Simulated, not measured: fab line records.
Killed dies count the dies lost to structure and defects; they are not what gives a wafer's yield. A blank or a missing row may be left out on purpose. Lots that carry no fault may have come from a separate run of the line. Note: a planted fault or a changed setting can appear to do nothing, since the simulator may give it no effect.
Chamber matching / flow n5-finfet / 3 sister chambers for N5_BEOL_M1_STRIP_19 on rie-diel-04
The step strips in O2. 3 wafers are shown with their chamber, then 7 later ones without.

EACH WAFER AND ITS CHAMBER
wafer=L089.2; chamber=1; drypump-motor-current-A (A)=5.9
wafer=L089.6; chamber=3; drypump-motor-current-A (A)=5.7
wafer=L091.2; chamber=0; drypump-motor-current-A (A)=5.1

WAFERS WITHOUT THEIR CHAMBER
wafer=L091.3; drypump-motor-current-A (A)=5.7
wafer=L093.1; drypump-motor-current-A (A)=5.1
wafer=L093.2; drypump-motor-current-A (A)=5.8
wafer=L093.5; drypump-motor-current-A (A)=5.1
wafer=L096.2; drypump-motor-current-A (A)=5.8
wafer=L096.5; drypump-motor-current-A (A)=5.1
wafer=L096.6; drypump-motor-current-A (A)=5.8

CHAMBER TAKEN BY EACH
wafer=L091.3; from the rows above=3; in truth=3
wafer=L093.1; from the rows above=0; in truth=0
wafer=L093.2; from the rows above=can't be placed: 3 or 1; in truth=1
wafer=L093.5; from the rows above=0; in truth=0
wafer=L096.2; from the rows above=can't be placed: 3 or 1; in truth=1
wafer=L096.5; from the rows above=0; in truth=0
wafer=L096.6; from the rows above=can't be placed: 3 or 1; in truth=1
Placed correctly: 4 of 7. These rows do not allow placing 3 (true chamber among the candidates in 3). Wrongly placed: 0.
How it was worked out, from the rows above alone: a wafer's distance from a chamber is the root of the sum, over the readings, of the square of ((its reading less the chamber's mean) divided by the reading's scatter). If the next closest chamber is less than 2 further off than the closest, the wafer can't be placed; otherwise it belongs to the closest. A chamber's mean is the mean of its shown wafers. The scatter: root of mean squared gap, hidden wafer to nearest shown wafer, with one shown wafer a chamber.
